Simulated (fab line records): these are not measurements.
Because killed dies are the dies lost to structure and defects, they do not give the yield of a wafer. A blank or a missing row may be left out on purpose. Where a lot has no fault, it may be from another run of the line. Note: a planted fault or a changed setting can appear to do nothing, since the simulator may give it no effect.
Problem report, 8D (eight disciplines) form, completed by code	flow nandHarc	the parts of the form that need people (team, actions taken, sign-off) are left out

== 1. THE PROBLEM ==
Wafers without a fault read 201.0 W, standard deviation 1.3; heaterPowerTotalW at NHARC_A_ZERO_WELL_SOFTBAKE_05 reads a mean of 233.8 W on 3 wafers belonging to 3 lots. That puts it +25 standard deviations away from the usual mean.
The step: time 70 s.
Earliest sighting: wafer L660.4 on lithoTrack-05 at day 14 12:00. The record has a number at this step for 38 wafers belonging to 13 lots. The rule behind "out" and "out of limits": a value lying over 4 standard deviations away from the usual mean. Any other wafer with a number is counted as sound.

== 2. WHAT IT IS AND WHAT IT IS NOT ==
question	is	is not
which readings at this step	heaterPowerTotalW	-
which lots	L660, L661, L662	L642, L643, L644, L645, L647, L649, L650, L652, L653, L654
which wafers of those lots	L660.4, L661.2, L662.4	L660.5, L661.3, L661.6, L662.1, L662.3
read on which tools	lithoTrack-05	lithoTrack-02, lithoTrack-03
when	from day 14 12:00	up to then (31 sound wafers); but 4 sound wafers of L661, L662 came after

== 3. THE SUSPECTS, EACH WITH WHAT RULES IT OUT ==
Counting: a tool at a process step up to the reading stays a suspect if it ran every lot that is out. Sound lots after the first of them don't rule it out here, since some wafers of a struck lot are sound.
- lithoTrack-05 at NHARC_A_ZERO_WELL_SOFTBAKE_05 (time 70 s): kept. It processed each lot that is out (first: L660, day 14 12:00); up to then, its last sound lot is L653 (day 11 12:00). Its own readings are out on those wafers: heaterPowerTotalW.
After counting, what remains is lithoTrack-05 at NHARC_A_ZERO_WELL_SOFTBAKE_05.

== 4. THE CAUSE (what the simulator had put in) ==
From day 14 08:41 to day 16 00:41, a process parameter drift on lithoTrack-05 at NHARC_A_ZERO_WELL_SOFTBAKE_05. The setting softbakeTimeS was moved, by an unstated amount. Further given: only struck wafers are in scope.
Only this tool survived the counting.

== 5. SEQUENCE OF EFFECTS, ordered by route ==
One row per reading whose mean, taken over the struck wafers that have a number, lies over 3 standard deviations from the usual. Readings are gone through only where the record gives a usual standard deviation; hours: the median, over the lots, of the time from a lot's start at the first step in this table giving one to that lot's start at this step; sigmas: the change measured in usual standard deviations.
hours	step	reading	usual	on struck wafers	change	sigmas
0	NHARC_A_ZERO_WELL_SOFTBAKE_05	heaterPowerTotalW	201.0 W	233.8	+32.8	+25
The process steps in it:
- NHARC_A_ZERO_WELL_SOFTBAKE_05: time 70 s.
Later steps that measure or inspect, where all struck wafers having a row at the step show a number for every such reading and not one has moved that far: NHARC_A_ZERO_WELL_CD_MEAS_10.

== 6. HOW IT WOULD HAVE BEEN CAUGHT EARLIER ==
3 hours passed between the start of the fault at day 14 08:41 and the first reading out of limits in this record, taken at day 14 12:00.
